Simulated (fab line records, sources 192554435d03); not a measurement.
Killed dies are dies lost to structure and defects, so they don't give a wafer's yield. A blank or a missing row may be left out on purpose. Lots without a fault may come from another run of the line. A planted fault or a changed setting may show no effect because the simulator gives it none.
Chamber matching | flow n5_finfet | N5_BEOL_M15_DESCUM_15 on rie_diel-06: 4 sister chambers
The step chemistry O2, time 7.9 s. 4 wafers are shown with their chamber, then 9 later ones without.

WAFERS WITH THEIR CHAMBER
wafer  | chamber | drypump_motor_current_A (A)
L087.5 | 0       | 5.7
L090.4 | 2       | 6.7
L090.5 | 1       | 5.7
L090.6 | 3       | 5.2

WAFERS WITHOUT THEIR CHAMBER
wafer  | drypump_motor_current_A (A)
L095.4 | 5.2
L095.5 | 5.7
L095.6 | 5.7
L096.1 | 6.8
L096.3 | 5.7
L096.5 | 6.8
L097.2 | 6.7
L097.4 | 5.1
L097.5 | 5.2

WHICH CHAMBER EACH WENT THROUGH
wafer  | from the rows above     | in truth
L095.4 | 3                       | 3
L095.5 | can't be placed: 0 or 1 | 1
L095.6 | can't be placed: 0 or 1 | 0
L096.1 | 2                       | 2
L096.3 | can't be placed: 0 or 1 | 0
L096.5 | 2                       | 2
L097.2 | 2                       | 2
L097.4 | 3                       | 3
L097.5 | 3                       | 3
Placed correctly: 6 of 9. Can't be placed from these rows: 3 (the true chamber is among the candidates in 3). Placed wrongly: 0.
How it was worked out, from the rows above alone: a wafer's distance from a chamber is the root of the sum, over the readings, of the square of ((its reading less the chamber's mean) divided by the reading's scatter). The wafer belongs to the nearest chamber; if the next one is less than 2 further off, it can't be placed. A chamber's mean is the mean of its shown wafers. The scatter: with one shown wafer a chamber, the root of the mean of the squares of how far each hidden wafer lies from its nearest shown one.
